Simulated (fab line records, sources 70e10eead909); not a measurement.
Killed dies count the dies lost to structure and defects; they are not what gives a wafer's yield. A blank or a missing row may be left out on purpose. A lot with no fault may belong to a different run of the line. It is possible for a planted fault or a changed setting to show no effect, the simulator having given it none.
A lot that was struck, set against a sound lot ; flow nand_harc ; 15 out of 1302 route steps
Sound: the wafers L844.1, L844.2, L844.4. Struck: wafer L857.5 (left out: L857.3, a lot-mate that was not struck); the cause follows at the end.
Per side, at each step with rows, come the tool, then ch with its chambers, and then its first start. Under that, the readings that differ: sound wafers ; struck wafers ; difference of the means ; sigmas: that difference in standard deviations of wafers without a fault.
alike: readings with means less than 2 such deviations apart, plus words and numbers identical on both sides. not compared: withheld readings, readings lacking a value on some wafer, bounds such as >300 that could conceal the same value, and numbers that have no deviation in the record and whose values overlap.
A row with sigmas, a row that says differs or no value, or rows on one side alone: a step with any of these is where the two part. Numbers that have no deviation but don't overlap get no sigmas and don't part them. A reading missing from all wafers of one side parts the sides only when that side holds two or more wafers.

first, 7 steps without rows for these wafers: NHARC_A_BONDPAD_COAT_33 (time 65 s); NHARC_A_BONDPAD_COAT_03 (resist thk 600 nm); NHARC_A_BONDPAD_SOFTBAKE_04 (time 70 s); NHARC_A_BONDPAD_EBR_05; NHARC_A_BONDPAD_EXPOSE_06 (exposes mask A BPAD); NHARC_A_BONDPAD_PEB_07 (peb time 80 s); NHARC_A_BONDPAD_DEVELOP_08 (time 50 s).
NHARC_A_BONDPAD_CD_MEAS_09: target cd 500 nm.
  sound on cd_sem-03 ch 0, day 24 01:14; struck on cd_sem-02 ch 0, day 29 17:20
  alike: cd_nm
NHARC_A_BONDPAD_OVL_MEAS_35:
  struck on overlay-01, day 29 17:25; sound on overlay-01, day 24 01:20
reading;sound;struck;difference;sigmas
overlay_x_nm (nm);6 7 6;-5;-11;-3
  alike: overlay_y_nm
then, 1 step without rows for these wafers: NHARC_A_BONDPAD_HARDBAKE_10 (time 65 s).
NHARC_A_BONDPAD_DESCUM_11: chemistry O2, time 3 s.
  sound on rie_diel-05 ch 0,1,3, day 24 01:27; struck on rie_diel-05 ch 2, day 29 17:33
  alike: drypump_motor_current_A, mfc_ar_sccm, oes_product_au, rf_vpp_V, showerhead_plenum_p_Torr, throttle_valve_pct
  not compared: rf_hours_counter_h
NHARC_A_BONDPAD_ETCH_34: etches the open film in N2/H2, target depth 60 nm, overetch 18 nm, time 65.91 s.
  sound on rie_diel-05 ch 0,1,3, day 24 01:32; struck on rie_diel-05 ch 1, day 29 17:38
  alike: drypump_motor_current_A, mfc_ar_sccm, oes_product_au, rf_vpp_V, run_length_s, showerhead_plenum_p_Torr, throttle_valve_pct
  not compared: rf_hours_counter_h
NHARC_A_BONDPAD_ETCH_12: etches the open film in CHF3/O2, target depth 220 nm, time 110 s.
  sound on rie_diel-05 ch 0,2,3, day 24 01:38; struck on rie_diel-05 ch 3, day 29 17:44
reading;sound;struck;difference;sigmas
oes_product_au (a.u.);0.924 0.932 0.913;0.979;+0.056;+2
run_length_s (s);130.9 130.9 131.2;101.1;-29.9;-83
  alike: drypump_motor_current_A, mfc_ar_sccm, rf_vpp_V, showerhead_plenum_p_Torr, throttle_valve_pct
  not compared: rf_hours_counter_h
NHARC_A_BONDPAD_CD_MEAS_13:
  struck on cd_sem-03, day 29 17:53; sound on cd_sem-02, day 24 01:46
  alike: cd_nm
NHARC_END_SORT_01:
  here the record holds rows for the struck wafers (prober-02 ch 0, day 31 01:49) but none for the sound ones

## WHERE THEY PART
Last at NHARC_END_SORT_01 as far as this record goes, first at NHARC_A_BONDPAD_OVL_MEAS_35.

WHY: what had been put in by the simulator
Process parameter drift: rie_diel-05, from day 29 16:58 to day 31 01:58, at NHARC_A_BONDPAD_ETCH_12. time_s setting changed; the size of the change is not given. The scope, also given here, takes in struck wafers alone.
